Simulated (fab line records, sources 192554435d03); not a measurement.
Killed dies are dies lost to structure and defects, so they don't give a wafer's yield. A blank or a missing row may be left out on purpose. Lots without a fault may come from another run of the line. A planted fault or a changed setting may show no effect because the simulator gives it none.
fab line records | flow n5_finfet
record lots=23 wafers=69 last_day=19
route steps=1938 shown DUMMY_GATE@244 SD_EPI_N@282 ILD0@340 SDB@365
lots that met no fault: from a run of the same line without faults
start_h: hours from the record's first day to the start of the lot's first wafer shown | wait_h: hours since the lot's step before | " the same as in the row above | L1.1+2: a row that stands for several wafers | - no value, or no start given | * or withheld: withheld | < > ~ a bound
route shown NAME@n: a module of which the file shows steps, and the number in the route of the first | usual: mean/standard deviation of fault-free wafers | same: alike in all rows | chamber/n: place in a boat | sites: the reading at each site | _std_site: their standard deviation | _edge_site: outer sites' mean less inner sites' | radius_mm: how far each site lies from the wafer's centre | mask NAME#n: copy n | behind: the tool/chamber that last shaped the wafer | hold: why the lot was held/for how many hours/how that ended | device: the transistor (n, p or np) that didn't switch | end of line: the same wafers' tests at the end of the route | a step without rows: its recipe alone | killed: dies lost to structure and defects at the first sort, not the wafer's yield | map: a wafer's dies, x killed, . not, _ none there
set.NAME: the setting as run; set.NAME@STEP: as run at that earlier step | model.NAME: the simulator's own value behind a step, which no gauge read
steps of the route over a sample of lots; a table a step, a row a wafer
services: from which hour (start_h, from the record's first day; less than 0 if before it) a tool's chamber was out of use, for how many hours, and why
## steps
# step N5_DUMMY_GATE_STRIP_41
# recipe chemistry=O2 power_w=400 temp_c=40 pressure_mtorr=30 rf_frequency_hz=6e+07 bias_power_w=0 overash_fraction=0.3 o2_flow_sccm=225
# usual drypump_motor_current_A=5.6/0.42 o2_flow_sccm=225.0/0.72 oes_product_au=0.77/0.079 rf_vpp_V=3.7/0.52 showerhead_plenum_p_Torr=2.11/0.055 temp_c=40.00/0.11 throttle_valve_pct=16.68/0.21
# columns lot.wafer tool chamber start_h wait_h drypump_motor_current_A o2_flow_sccm oes_product_au rf_hours_counter_h rf_vpp_V showerhead_plenum_p_Torr temp_c throttle_valve_pct
L075.1 rie_diel-05 2 54.09 0.0 6.2 226.1 0.91 22 3.4 2.15 39.95 16.30
L075.2 " 3 " " 5.1 225.7 0.70 206 3.6 2.08 39.90 16.92
L075.6 " 2 " " 6.2 225.7 0.91 - 3.7 2.15 40.05 16.32
L076.1 rie_diel-02 3 61.12 0.0 5.6 224.4 0.69 223 3.7 2.05 40.07 16.78
L076.3 " 0 " " 5.1 226.4 0.72 161 3.4 2.18 40.16 16.93
L076.6 " 3 " " 5.6 225.8 0.68 - 3.7 2.05 40.11 16.78
L077.1 rie_diel-05 2 67.49 0.0 6.2 224.6 0.90 27 2.8 2.15 39.93 16.31
L077.4 " 0 " " 5.3 225.6 0.89 50 4.3 2.05 40.09 16.27
L077.5 " 1 " " 5.6 224.4 0.74 - 3.3 2.17 39.90 16.56
L078.1 rie_diel-02 3 70.46 0.0 5.6 224.1 0.69 226 3.6 2.05 40.09 16.78
L078.3 " 2 " " 6.0 224.2 0.78 122 3.6 2.12 39.94 16.66
L078.5 " 0 " " 5.1 224.0 0.72 - 3.7 2.18 39.82 16.94
L079.1 rie_diel-05 2 78.28 0.0 6.2 225.0 0.89 31 3.5 2.15 40.08 16.31
L079.4 " 0 " " 5.3 224.2 0.89 54 3.7 2.04 40.02 16.30
L079.6 " 2 " " 6.2 226.0 0.89 - 3.8 2.15 39.95 16.31
L080.2 rie_diel-02 1 82.34 0.0 5.6 226.3 0.91 15 2.8 2.05 39.99 16.57
L080.5 " 1 " " 5.6 225.7 0.90 - 3.4 2.04 40.18 16.58
L080.6 " 2 " " 6.1 225.4 0.79 - 4.1 2.12 39.85 16.66
L081.1 rie_diel-06 3 89.30 0.0 5.7 224.5 0.74 157 4.2 2.19 40.14 16.84
L081.3 " 0 " " 5.1 223.7 0.83 86 3.1 2.03 40.05 16.82
L081.6 " 0 " " 5.1 224.6 0.82 - 4.1 2.03 40.13 16.81
L082.2 rie_diel-02 0 97.94 0.0 5.1 224.4 0.71 172 2.3 2.18 39.96 16.94
L082.4 " 3 " " 5.6 226.0 0.68 236 4.2 2.05 40.13 16.80
L082.5 " 3 " " 5.6 224.8 0.68 - 3.6 2.05 39.97 16.81
L083.1 rie_diel-02 2 101.31 0.0 6.0 223.6 0.77 134 3.5 2.11 40.10 16.67
L083.4 " 0 " " 5.1 225.6 0.71 173 3.2 2.18 40.10 16.97
L083.5 " 3 " " 5.6 226.0 0.67 - 3.3 2.05 40.00 16.81
L084.1 rie_diel-05 2 110.16 0.0 6.2 225.3 0.87 41 4.1 2.14 39.98 16.33
L084.5 " 1 " " 5.6 224.8 0.72 - 4.1 2.16 40.14 16.59
L084.6 " 0 " " 5.2 226.1 0.86 - 4.9 2.04 40.17 16.29
L085.1 rie_diel-05 3 114.91 0.0 5.1 224.6 0.69 223 3.9 2.07 40.02 16.95
L085.4 " 2 " " 6.2 224.1 0.87 42 3.8 2.14 39.80 16.35
L085.5 " 0 " " 5.2 224.7 0.87 - 3.3 2.04 39.93 16.31
L086.1 rie_diel-06 1 118.34 0.0 6.6 224.6 0.69 210 2.9 2.08 39.97 16.77
L086.2 " 0 " " 5.1 225.2 0.82 93 2.6 2.03 40.12 16.81
L086.4 " 2 " " 5.6 224.0 0.76 159 3.9 2.18 39.90 16.61
L087.1 rie_diel-05 0 126.70 0.0 5.3 225.1 0.86 67 4.5 2.04 39.75 16.30
L087.5 " 2 " " 6.2 226.2 0.87 - 3.1 2.14 40.06 16.35
L087.6 " 3 " " 5.1 224.3 0.68 - 4.8 2.07 39.99 16.94
L088.2 rie_diel-06 2 132.18 0.0 5.6 224.4 0.76 163 3.8 2.17 40.11 16.62
L088.3 " 3 " " 5.7 225.1 0.73 170 3.3 2.19 39.83 16.86
L088.5 " 0 " " 5.2 225.0 0.82 - 4.3 2.03 40.00 16.82
L089.1 rie_diel-02 2 138.89 0.0 6.0 224.7 0.76 143 4.0 2.11 40.02 16.69
L089.3 " 0 " " 5.1 225.4 0.70 180 4.1 2.17 39.89 16.95
L089.4 " 1 " " 5.7 224.5 0.88 31 2.7 2.04 39.95 16.61
L090.4 rie_diel-06 0 143.87 0.0 5.2 224.8 0.81 100 4.8 2.03 40.13 16.83
L090.5 " 1 " " 6.5 225.0 0.68 - 2.8 2.08 39.98 16.77
L090.6 " 2 " " 5.6 225.0 0.76 - 3.7 2.17 39.97 16.63
L091.1 rie_diel-05 3 147.78 0.0 5.1 226.0 0.69 233 3.6 2.07 39.95 16.96
L091.2 " 1 " " 5.6 225.4 0.71 203 3.3 2.16 39.97 16.60
L091.4 " 2 " " 6.2 225.6 0.85 51 3.8 2.14 39.99 16.37
L092.4 rie_diel-02 2 155.37 0.0 6.0 225.6 0.75 - 3.7 2.11 40.00 16.71
L092.5 " 0 " " 5.1 224.5 0.70 - 3.7 2.17 39.90 16.99
L092.6 " 1 " " 5.7 225.7 0.86 - 3.3 2.04 40.03 16.61
L093.2 rie_diel-02 2 160.71 0.0 6.0 226.3 0.76 150 3.5 2.11 40.26 16.71
L093.3 " 0 " " 5.1 224.8 0.70 188 4.6 2.17 39.84 16.98
L093.5 " 2 " " 6.0 225.9 0.76 - 3.6 2.11 40.18 16.71
L094.1 rie_diel-05 1 166.68 0.0 5.6 224.6 0.71 208 3.5 2.16 39.92 16.61
L094.2 " 3 " " 5.1 225.2 0.67 238 3.8 2.07 40.07 16.97
L094.3 " 2 " " 6.2 224.6 0.83 56 3.6 2.14 39.93 16.34
L095.1 rie_diel-02 1 172.86 0.0 5.6 224.9 0.86 43 2.6 2.03 39.99 16.63
L095.3 " 2 " " 6.0 224.1 0.75 155 3.6 2.11 40.05 16.72
L095.5 " 0 " " 5.1 225.0 0.71 - 2.4 2.17 40.13 16.99
L096.1 rie_diel-06 2 178.01 0.0 5.6 223.7 0.73 174 3.5 2.17 39.74 16.65
L096.5 " 3 " " 5.6 223.4 0.71 - 3.5 2.18 40.15 16.87
L096.6 " 2 " " 5.6 225.5 0.74 - 3.3 2.17 39.83 16.64
L097.1 rie_diel-02 2 185.67 0.0 6.0 224.9 0.75 160 3.9 2.10 40.00 16.72
L097.3 " 3 " " 5.6 225.1 0.97 2 3.3 2.04 40.00 16.33
L097.5 " 3 " " 5.6 224.8 0.96 - 3.4 2.04 40.08 16.32
# step N5_SD_EPI_N_STRIP_38
# recipe chemistry=N2/H2 power_w=1000 temp_c=250 h2_frac=0.65 overash_fraction=0.3 pressure_mtorr=withheld n2_flow_sccm=1750 h2_flow_sccm=3250
# usual drypump_motor_current_A=5.2/0.42 h2_flow_sccm=3250/9.8 heater_power_w=314/12 oes_product_au=0.761/0.0099 temp_c=249.98/0.19
# columns lot.wafer tool chamber start_h wait_h drypump_motor_current_A h2_flow_sccm heater_power_w oes_product_au rf_hours_counter_h temp_c
L075.1 plasma_asher-02 0 56.61 0.1 5.2 3236 321 0.755 90 249.75
L075.2 " 1 " " 4.7 3249 304 0.757 90 249.99
L075.6 " 1 " " 4.7 3244 293 0.766 - 249.81
L076.1 plasma_asher-02 1 64.02 0.1 4.7 3254 301 0.755 92 249.91
L076.3 " 1 " " 4.7 3263 301 0.762 - 249.96
L076.6 " 1 " " 4.7 3260 299 0.770 - 249.89
L077.1 plasma_asher-02 1 70.64 0.1 4.7 3250 296 0.763 92 250.10
L077.4 " 1 " " 4.7 3243 293 0.750 - 249.50
L077.5 " 1 " " 4.7 3259 296 0.756 - 249.93
L078.1 plasma_asher-01 1 73.55 0.1 5.9 3256 317 0.754 32 250.18
L078.3 " 0 " " 5.2 3240 322 0.764 - 249.88
L078.5 " 1 " " 5.9 3252 319 0.759 - 250.28
L079.1 plasma_asher-01 1 80.89 0.1 5.9 3262 308 0.753 34 249.96
L079.4 " 1 " " 5.9 3244 305 0.771 - 250.20
L079.6 " 0 " " 5.2 3255 326 0.748 - 249.75
L080.2 plasma_asher-01 1 85.70 0.1 5.9 3247 317 0.751 35 249.97
L080.5 " 1 " " 5.9 3253 316 0.751 - 250.01
L080.6 " 0 " " 5.2 3251 329 0.771 - 249.80
L081.1 plasma_asher-01 1 91.99 0.1 5.9 3248 315 0.748 36 249.77
L081.3 " 1 " " 6.0 3250 319 0.760 - 249.77
L081.6 " 1 " " 5.9 3259 310 0.762 - 250.18
L082.2 plasma_asher-02 0 101.52 0.1 5.3 3252 325 0.763 99 250.16
L082.4 " 1 " " 4.7 3235 299 0.753 - 250.21
L082.5 " 1 " " 4.7 3239 305 0.782 - 250.12
L083.1 plasma_asher-02 0 105.09 0.1 5.2 3246 325 0.760 99 250.32
L083.4 " 0 " " 5.2 3249 326 0.758 - 250.08
L083.5 " 0 " " 5.2 3231 320 0.752 - 250.23
L084.1 plasma_asher-02 0 113.06 0.1 5.2 3253 320 0.739 100 249.76
L084.5 " 0 " " 5.2 3243 316 0.760 - 249.98
L084.6 " 1 " " 4.7 3237 301 0.763 - 250.11
L085.1 plasma_asher-01 0 117.75 0.1 5.2 3256 322 0.752 42 249.93
L085.4 " 1 " " 5.9 3239 315 0.771 - 250.05
L085.5 " 0 " " 5.2 3258 325 0.756 - 249.84
L086.1 plasma_asher-01 0 121.12 0.1 5.2 3250 329 0.760 42 249.92
L086.2 " 1 " " 5.9 3252 317 0.767 42 250.21
L086.4 " 1 " " 5.9 3243 316 0.764 - 249.96
L087.1 plasma_asher-01 0 129.33 0.1 5.2 3244 329 0.770 44 249.55
L087.5 " 0 " " 5.2 3254 318 0.772 - 249.70
L087.6 " 1 " " 5.9 3266 318 0.767 - 250.18
L088.2 plasma_asher-02 0 135.99 0.1 5.2 3252 313 0.765 105 250.01
L088.3 " 1 " " 4.7 3251 302 0.768 - 249.98
L088.5 " 0 " " 5.2 3234 315 0.768 - 250.25
L089.1 plasma_asher-02 1 141.51 0.1 4.7 3255 297 0.765 107 250.16
L089.3 " 0 " " 5.2 3253 321 0.756 - 249.98
L089.4 " 1 " " 4.7 3255 293 0.758 - 249.96
L090.4 plasma_asher-02 1 147.11 0.1 4.7 3248 290 0.771 - 250.03
L090.5 " 0 " " 5.2 3247 327 0.763 - 250.01
L090.6 " 1 " " 4.7 3244 301 0.753 - 249.99
L091.1 plasma_asher-01 0 150.22 0.1 5.2 3245 314 0.765 48 249.74
L091.2 " 1 " " 5.9 3259 318 0.755 48 250.03
L091.4 " 0 " " 5.2 3254 335 0.768 - 249.98
L092.4 plasma_asher-02 1 158.08 0.1 4.7 3272 301 0.740 - 249.93
L092.5 " 0 " " 5.2 3256 320 0.759 - 250.14
L092.6 " 1 " " 4.7 3242 292 0.767 - 250.09
L093.2 plasma_asher-02 0 163.44 0.1 5.2 3253 316 0.743 111 250.10
L093.3 " 1 " " 4.7 3253 297 0.759 - 249.84
L093.5 " 0 " " 5.2 3250 317 0.752 - 250.32
L094.1 plasma_asher-02 0 169.32 0.1 5.3 3246 315 0.754 112 250.19
L094.2 " 1 " " 4.7 3232 293 0.769 112 249.93
L094.3 " 1 " " 4.7 3237 296 0.747 - 250.21
L095.1 plasma_asher-01 0 175.42 0.1 5.2 3256 323 0.761 52 249.70
L095.3 " 0 " " 5.2 3246 327 0.780 - 249.79
L095.5 " 0 " " 5.2 3245 326 0.766 - 249.73
L096.1 plasma_asher-02 0 180.88 0.1 5.3 3266 328 0.749 115 250.05
L096.5 " 1 " " 4.7 3255 301 0.765 - 249.83
L096.6 " 0 " " 5.2 3251 318 0.775 - 250.01
L097.1 plasma_asher-01 0 189.37 0.1 5.2 3258 316 0.745 55 250.14
L097.3 " 0 " " 5.2 3247 326 0.765 - 249.96
L097.5 " 1 " " 5.9 3247 315 0.767 - 249.83
# step N5_SD_EPI_N_VAPOR_ETCH_50
# recipe chemistry=HCl target=Si temp_c=775 time_s=54 pressure_torr=20 mode=isotropic
# usual chamber_pressure_Torr=20.01/0.041 throttle_valve_pct=11.52/0.24
# columns lot.wafer tool chamber start_h wait_h chamber_pressure_Torr throttle_valve_pct
L075.1 epi_rpcvd-03 0 57.32 0.3 19.97 11.56
L075.2 " 0 " " 20.05 11.46
L075.6 " 0 " " 19.99 11.20
L076.1 epi_rpcvd-01 0 64.73 0.3 19.98 11.43
L076.3 " 0 " " 20.03 11.58
L076.6 " 0 " " 20.02 12.01
L077.1 epi_rpcvd-01 0 71.35 0.3 19.95 11.87
L077.4 " 0 " " 19.98 11.82
L077.5 " 0 " " 19.98 11.90
L078.1 epi_rpcvd-03 0 74.28 0.3 20.02 11.47
L078.3 " 0 " " 19.98 11.46
L078.5 " 0 " " 20.00 11.40
L079.1 epi_rpcvd-01 0 81.74 0.4 20.04 11.77
L079.4 " 0 " " 20.02 11.83
L079.6 " 0 " " 20.05 11.78
L080.2 epi_rpcvd-03 0 86.44 0.3 20.03 11.45
L080.5 " 0 " " 20.04 11.57
L080.6 " 0 " " 20.04 11.37
L081.1 epi_rpcvd-02 0 92.82 0.4 19.93 11.39
L081.3 " 0 " " 19.99 11.47
L081.6 " 0 " " 20.01 11.18
L082.2 epi_rpcvd-02 0 102.29 0.3 20.05 11.76
L082.4 " 0 " " 19.98 11.45
L082.5 " 0 " " 20.05 11.20
L083.1 epi_rpcvd-03 0 105.80 0.3 20.04 11.49
L083.4 " 0 " " 20.02 11.41
L083.5 " 0 " " 20.01 11.33
L084.1 epi_rpcvd-01 0 113.89 0.4 20.11 11.57
L084.5 " 0 " " 20.02 11.77
L084.6 " 0 " " 20.03 11.89
L085.1 epi_rpcvd-02 0 118.49 0.3 19.94 11.22
L085.4 " 0 " " 19.94 11.44
L085.5 " 0 " " 20.00 11.31
L086.1 epi_rpcvd-03 0 121.85 0.3 20.00 11.16
L086.2 " 0 " " 20.03 11.47
L086.4 " 0 " " 20.03 11.24
L087.1 epi_rpcvd-01 0 130.19 0.4 20.05 11.80
L087.5 " 0 " " 20.01 11.83
L087.6 " 0 " " 20.09 11.72
L088.2 epi_rpcvd-01 0 136.88 0.4 20.05 11.67
L088.3 " 0 " " 20.03 11.47
L088.5 " 0 " " 19.99 11.55
L089.1 epi_rpcvd-01 0 142.34 0.4 20.02 12.16
L089.3 " 0 " " 20.04 11.66
L089.4 " 0 " " 19.95 11.83
L090.4 epi_rpcvd-01 0 148.24 0.4 19.99 11.69
L090.5 " 0 " " 20.01 11.73
L090.6 " 0 " " 19.99 12.24
L091.1 epi_rpcvd-02 0 151.05 0.4 20.03 11.36
L091.2 " 0 " " 20.02 11.28
L091.4 " 0 " " 20.11 11.42
L092.4 epi_rpcvd-03 0 158.88 0.2 20.00 11.75
L092.5 " 0 " " 19.96 11.44
L092.6 " 0 " " 19.97 11.33
L093.2 epi_rpcvd-02 0 164.18 0.3 20.05 11.40
L093.3 " 0 " " 20.03 11.39
L093.5 " 0 " " 19.99 11.46
L094.1 epi_rpcvd-02 0 170.03 0.3 20.03 11.47
L094.2 " 0 " " 20.05 11.45
L094.3 " 0 " " 19.99 11.47
L095.1 epi_rpcvd-02 0 176.14 0.3 20.12 11.35
L095.3 " 0 " " 20.05 11.53
L095.5 " 0 " " 20.05 11.47
L096.1 epi_rpcvd-02 0 181.59 0.3 20.00 11.59
L096.5 " 0 " " 20.03 11.43
L096.6 " 0 " " 20.02 11.29
L097.1 epi_rpcvd-03 0 190.21 0.4 19.99 11.42
L097.3 " 0 " " 20.08 11.34
L097.5 " 0 " " 20.01 11.45
# step N5_ILD0_CMP_07
# recipe stop_on=poly-Si material=SiO2_flowable t_overpolish_s=1.18 post_cmp_clean=alkaline_brush down_force_psi=4.1491 platen_rpm=51.796 pad_velocity_m_s=1.0306 target_thk_nm=138.88
# usual head_pressure_psi=4.150/0.0091 motor_current_A=12.1/0.83
# columns lot.wafer tool chamber start_h wait_h head_pressure_psi motor_current_A
L075.2 cmp-02 0 67.78 0.1 4.135 12.2
L075.1 " 1 " " 4.140 12.0
L075.6 " 0 " " 4.128 11.8
L076.1 cmp-01 2 75.50 0.0 4.148 13.6
L076.3 " 0 " " 4.157 12.8
L076.6 " 3 " " 4.142 12.2
L077.1 cmp-02 1 81.57 0.0 4.134 11.9
L077.4 " 0 " " 4.139 12.2
L077.5 " 1 " " 4.139 12.1
L078.1 cmp-02 1 84.40 0.0 4.152 12.2
L078.3 " 3 " " 4.159 12.0
L078.5 " 2 " " 4.165 12.0
L079.4 cmp-04 3 93.34 0.0 4.159 12.6
L079.1 " 0 " " 4.155 12.3
L079.6 " 0 " " 4.158 13.0
L080.2 cmp-04 0 98.36 0.1 4.131 12.2
L080.5 " 3 " " 4.147 13.5
L080.6 " 0 " " 4.145 12.6
L081.1 cmp-02 2 104.72 0.1 4.141 11.4
L081.3 " 3 " " 4.149 12.4
L081.6 " 0 " " 4.149 11.6
L082.4 cmp-02 0 113.10 0.1 4.151 12.7
L082.2 " 2 " " 4.148 11.4
L082.5 " 3 " " 4.146 11.8
L083.1 cmp-01 2 117.76 0.0 4.147 13.6
L083.4 " 1 " " 4.151 11.6
L083.5 " 2 " " 4.172 13.7
L084.1 cmp-01 2 125.79 0.0 4.137 13.8
L084.5 " 2 " " 4.144 13.7
L084.6 " 3 " " 4.167 11.3
L085.1 cmp-04 0 130.08 0.1 4.146 12.7
L085.4 " 1 " " 4.162 11.4
L085.5 " 2 " " 4.155 10.4
L086.2 cmp-04 0 132.07 0.0 4.152 12.3
L086.1 " 1 " " 4.153 11.3
L086.4 " 2 " " 4.158 10.7
L087.1 cmp-01 0 141.86 0.1 4.153 13.2
L087.6 " 3 " " 4.150 11.8
L087.5 " 0 " " 4.150 12.6
L088.3 cmp-02 1 147.94 0.0 4.154 11.8
L088.2 " 0 " " 4.146 12.0
L088.5 " 1 " " 4.145 11.9
L089.1 cmp-04 3 154.12 0.2 4.153 12.7
L089.4 " 0 " " 4.156 12.1
L089.3 " 1 " " 4.132 11.8
L090.4 cmp-04 0 159.80 0.1 4.161 12.7
L090.6 " 2 " " 4.148 10.3
L090.5 " 3 " " 4.147 12.7
L091.1 cmp-04 3 162.56 0.1 4.155 13.7
L091.2 " 0 " " 4.137 11.0
L091.4 " 1 " " 4.156 11.5
L092.4 cmp-01 3 169.94 0.0 4.138 12.1
L092.5 " 3 " " 4.146 11.0
L092.6 " 0 " " 4.160 12.3
L093.3 cmp-02 1 175.82 0.1 4.157 11.8
L093.2 " 3 " " 4.161 11.2
L093.5 " 0 " " 4.170 11.9
L094.2 cmp-02 3 182.98 0.0 4.151 12.0
L094.1 " 1 " " 4.147 11.4
L094.3 " 2 " " 4.146 11.2
L095.1 cmp-04 2 187.34 0.0 4.160 10.6
L095.3 " 0 " " 4.151 12.4
L095.5 " 3 " " 4.165 13.2
L096.1 cmp-01 1 194.40 0.1 4.129 11.7
L096.5 " 0 " " 4.158 11.9
L096.6 " 1 " " 4.137 12.0
L097.3 cmp-01 3 202.57 0.1 4.150 11.7
L097.1 " 0 " " 4.146 12.0
L097.5 " 1 " " 4.142 11.8
# step N5_SDB_STRIP_22
# recipe chemistry=N2/H2 power_w=1000 temp_c=250 h2_frac=0.65 overash_fraction=0.3 pressure_mtorr=withheld n2_flow_sccm=1750 h2_flow_sccm=3250
# usual drypump_motor_current_A=5.2/0.43 h2_flow_sccm=3251/11 heater_power_w=313/12 oes_product_au=0.715/0.0046 strip_time_to_endpoint_s=96.2/0.35 temp_c=250.00/0.16
# columns lot.wafer tool chamber start_h wait_h drypump_motor_current_A h2_flow_sccm heater_power_w oes_product_au rf_hours_counter_h strip_time_to_endpoint_s temp_c
L075.1 plasma_asher-01 1 72.24 0.1 5.9 3239 314 0.712 32 96.4 250.04
L075.2 " 0 " " 5.2 3266 325 0.716 32 96.5 250.11
L075.6 " 1 " " 5.9 3257 311 0.715 - 96.2 249.90
L076.1 plasma_asher-01 0 79.92 0.1 5.2 3244 322 0.717 34 96.8 249.99
L076.3 " 1 " " 5.9 3257 319 0.713 - 96.2 249.89
L076.6 " 1 " " 5.9 3236 314 0.717 - 96.0 249.98
L077.1 plasma_asher-01 1 86.15 0.1 5.9 3244 315 0.724 35 96.2 249.86
L077.4 " 0 " " 5.2 3266 316 0.721 - 96.3 250.01
L077.5 " 0 " " 5.2 3258 317 0.719 - 96.3 249.96
L078.1 plasma_asher-02 1 88.82 0.1 4.7 3255 300 0.706 97 96.2 250.24
L078.3 " 1 " " 4.7 3254 297 0.720 - 96.0 250.05
L078.5 " 0 " " 5.2 3242 326 0.720 - 96.3 249.90
L079.1 plasma_asher-02 1 100.39 0.1 4.7 3246 296 0.714 99 96.1 249.82
L079.4 " 0 " " 5.2 3258 321 0.719 - 96.2 249.98
L079.6 " 1 " " 4.7 3243 307 0.710 - 96.3 249.84
L080.2 plasma_asher-01 1 105.14 0.1 5.9 3244 319 0.718 39 95.7 250.25
L080.5 " 0 " " 5.2 3240 324 0.712 - 96.3 250.15
L080.6 " 1 " " 5.9 3249 316 0.714 - 96.3 250.02
L081.1 plasma_asher-01 1 110.30 0.1 5.9 3257 321 0.714 39 95.9 250.12
L081.3 " 0 " " 5.2 3240 329 0.715 - 96.2 250.01
L081.6 " 1 " " 5.9 3264 313 0.711 - 96.2 249.81
L082.2 plasma_asher-02 0 117.61 0.1 5.2 3257 325 0.722 101 96.5 249.92
L082.4 " 1 " " 4.7 3238 293 0.711 - 95.9 249.97
L082.5 " 1 " " 4.7 3230 301 0.715 - 96.2 250.20
L083.1 plasma_asher-02 0 122.67 0.1 5.2 3268 320 0.716 103 95.9 250.20
L083.4 " 0 " " 5.2 3260 321 0.714 - 96.9 250.14
L083.5 " 0 " " 5.3 3268 319 0.721 - 96.6 250.04
L084.1 plasma_asher-01 0 130.43 0.1 5.2 3252 323 0.713 44 96.6 250.28
L084.5 " 0 " " 5.2 3269 323 0.715 - 96.2 250.22
L084.6 " 1 " " 5.9 3246 322 0.710 - 96.4 250.03
L085.1 plasma_asher-02 1 134.68 0.1 4.7 3247 290 0.715 105 95.9 249.90
L085.4 " 1 " " 4.7 3244 299 0.713 - 96.2 249.59
L085.5 " 0 " " 5.2 3252 324 0.704 - 95.7 250.06
L086.1 plasma_asher-02 1 137.17 0.1 4.7 3246 295 0.719 106 95.6 250.15
L086.2 " 0 " " 5.2 3234 306 0.717 106 96.5 250.16
L086.4 " 1 " " 4.7 3246 295 0.717 - 96.7 250.15
L087.1 plasma_asher-02 1 146.69 0.1 4.7 3248 291 0.719 108 96.6 249.82
L087.5 " 0 " " 5.3 3257 308 0.714 - 96.6 250.05
L087.6 " 1 " " 4.7 3230 301 0.711 - 96.9 249.63
L088.2 plasma_asher-01 0 152.82 0.1 5.2 3246 328 0.709 48 96.2 250.15
L088.3 " 1 " " 5.9 3253 312 0.711 - 96.1 250.00
L088.5 " 1 " " 5.9 3234 311 0.716 - 96.2 249.91
L089.1 plasma_asher-02 1 158.53 0.1 4.7 3259 301 0.716 110 96.8 250.03
L089.3 " 1 " " 4.7 3248 297 0.714 - 96.2 250.05
L089.4 " 0 " " 5.2 3250 313 0.714 - 96.0 250.34
L090.4 plasma_asher-02 1 164.37 0.1 4.7 3255 299 0.715 - 96.6 250.02
L090.5 " 0 " " 5.2 3266 318 0.713 - 96.3 250.09
L090.6 " 1 " " 4.7 3264 296 0.713 - 96.2 250.18
L091.1 plasma_asher-02 1 166.94 0.1 4.7 3258 298 0.715 112 96.2 249.86
L091.2 " 0 " " 5.2 3252 313 0.720 112 95.6 250.12
L091.4 " 1 " " 4.7 3245 288 0.713 - 95.8 250.13
L092.4 plasma_asher-01 1 174.39 0.1 5.9 3252 312 0.718 - 95.8 249.90
L092.5 " 0 " " 5.3 3270 321 0.705 - 96.4 249.72
L092.6 " 1 " " 5.9 3251 310 0.702 - 95.9 249.92
L093.2 plasma_asher-02 0 180.12 0.1 5.2 3265 322 0.722 115 96.5 249.95
L093.3 " 1 " " 4.7 3239 303 0.714 - 96.1 250.10
L093.5 " 0 " " 5.2 3281 323 0.718 - 96.5 250.05
L094.1 plasma_asher-01 0 187.59 0.1 5.2 3248 316 0.713 55 96.3 249.87
L094.2 " 1 " " 5.9 3247 319 0.716 55 97.3 250.10
L094.3 " 0 " " 5.2 3242 326 0.709 - 96.8 249.85
L095.1 plasma_asher-02 1 191.86 0.1 4.7 3284 298 0.720 117 96.0 249.89
L095.3 " 0 " " 5.2 3249 332 0.720 - 95.8 250.00
L095.5 " 1 " " 4.7 3253 294 0.718 - 96.3 249.88
L096.1 plasma_asher-02 1 199.12 0.1 4.7 3262 293 0.716 118 96.1 250.30
L096.5 " 1 " " 4.7 3265 299 0.722 - 96.1 250.13
L096.6 " 0 " " 5.2 3248 324 0.713 - 96.0 250.10
L097.1 plasma_asher-01 0 207.00 0.1 5.2 3249 321 0.723 58 95.6 250.02
L097.3 " 1 " " 5.9 3236 315 0.711 - 96.2 250.17
L097.5 " 0 " " 5.2 3263 330 0.711 - 95.4 250.07
# step N5_SDB_INSPECT_36
# recipe inspect_instrument=darkfield mode=post_cmp
# usual raw_defect_count=40/16
# columns lot.wafer tool chamber start_h wait_h raw_defect_count
L075.1 defect_inspect-02 - 75.78 0.0 78
L075.2 " - " " 42
L075.6 " - " " 64
L076.1 defect_inspect-01 - 83.46 0.0 67
L076.3 " - " " 48
L076.6 " - " " 59
L077.1 defect_inspect-01 - 90.64 0.0 25
L077.4 " - " " 31
L077.5 " - " " 32
L078.1 defect_inspect-02 - 92.39 0.0 69
L078.3 " - " " 45
L078.5 " - " " 42
L079.1 defect_inspect-02 - 104.56 0.0 26
L079.4 " - " " 32
L079.6 " - " " 30
L080.2 defect_inspect-01 - 109.05 0.0 26
L080.5 " - " " 41
L080.6 " - " " 25
L081.1 defect_inspect-01 - 113.84 0.0 21
L081.3 " - " " 23
L081.6 " - " " 33
L082.2 defect_inspect-02 - 121.16 0.0 55
L082.4 " - " " 34
L082.5 " - " " 39
L083.1 defect_inspect-01 - 126.35 0.0 27
L083.4 " - " " 34
L083.5 " - " " 39
L084.1 defect_inspect-01 - 133.97 0.0 27
L084.5 " - " " 32
L084.6 " - " " 38
L085.1 defect_inspect-02 - 138.22 0.0 33
L085.4 " - " " 39
L085.5 " - " " 45
L086.1 defect_inspect-02 - 140.71 0.0 14
L086.2 " - " " 15
L086.4 " - " " 28
L087.1 defect_inspect-01 - 150.50 0.0 59
L087.5 " - " " 29
L087.6 " - " " 33
L088.2 defect_inspect-01 - 156.39 0.0 66
L088.3 " - " " 32
L088.5 " - " " 34
L089.1 defect_inspect-01 - 162.07 0.0 44
L089.3 " - " " 51
L089.4 " - " " 61
L090.4 defect_inspect-02 - 167.95 0.0 32
L090.5 " - " " 14
L090.6 " - " " 29
L091.1 defect_inspect-01 - 170.97 0.0 41
L091.2 " - " " 61
L091.4 " - " " 26
L092.4 defect_inspect-02 - 177.97 0.0 32
L092.5 " - " " 34
L092.6 " - " " 60
L093.2 defect_inspect-02 - 184.32 0.0 56
L093.3 " - " " 43
L093.5 " - " " 49
L094.1 defect_inspect-01 - 191.39 0.0 45
L094.2 " - " " 38
L094.3 " - " " 41
L095.1 defect_inspect-01 - 195.41 0.0 24
L095.3 " - " " 30
L095.5 " - " " 25
L096.1 defect_inspect-01 - 202.89 0.0 42
L096.5 " - " " 32
L096.6 " - " " 47
L097.1 defect_inspect-01 - 210.55 0.0 95
L097.3 " - " " 54
L097.5 " - " " 42
## services
# columns tool chamber start_h hours kind
rie_diel-05 0 32.32 29.0 repair
rie_diel-06 1 36.08 7.9 repair
plasma_asher-01 - 40.07 1.4 repair
rie_diel-05 3 51.80 1.8 repair
cmp-01 - 52.52 4.0 pm
cmp-01 - 56.52 3.6 pm
cmp-01 - 72.49 0.6 repair
cmp-02 - 77.55 1.4 repair
epi_rpcvd-01 - 89.08 8.1 pm
rie_diel-06 - 95.50 1.1 repair
cmp-04 - 107.69 1.4 repair
rie_diel-02 0 110.40 10.7 repair
cmp-04 - 116.65 5.2 pm
cmp-04 - 122.07 4.2 repair
cmp-02 - 123.52 8.0 pm
rie_diel-02 - 134.86 0.7 repair
rie_diel-02 3 147.66 - clean
rie_diel-02 3 147.66 - consumable_replace:focus_ring
cmp-02 - 148.85 15.6 pm
cmp-04 - 168.18 4.9 pm
cmp-01 - 189.02 0.7 repair
cmp-02 - 204.19 4.0 pm
epi_rpcvd-01 - 205.49 0.5 repair
rie_diel-02 3 205.74 6.4 repair
## key
fault none
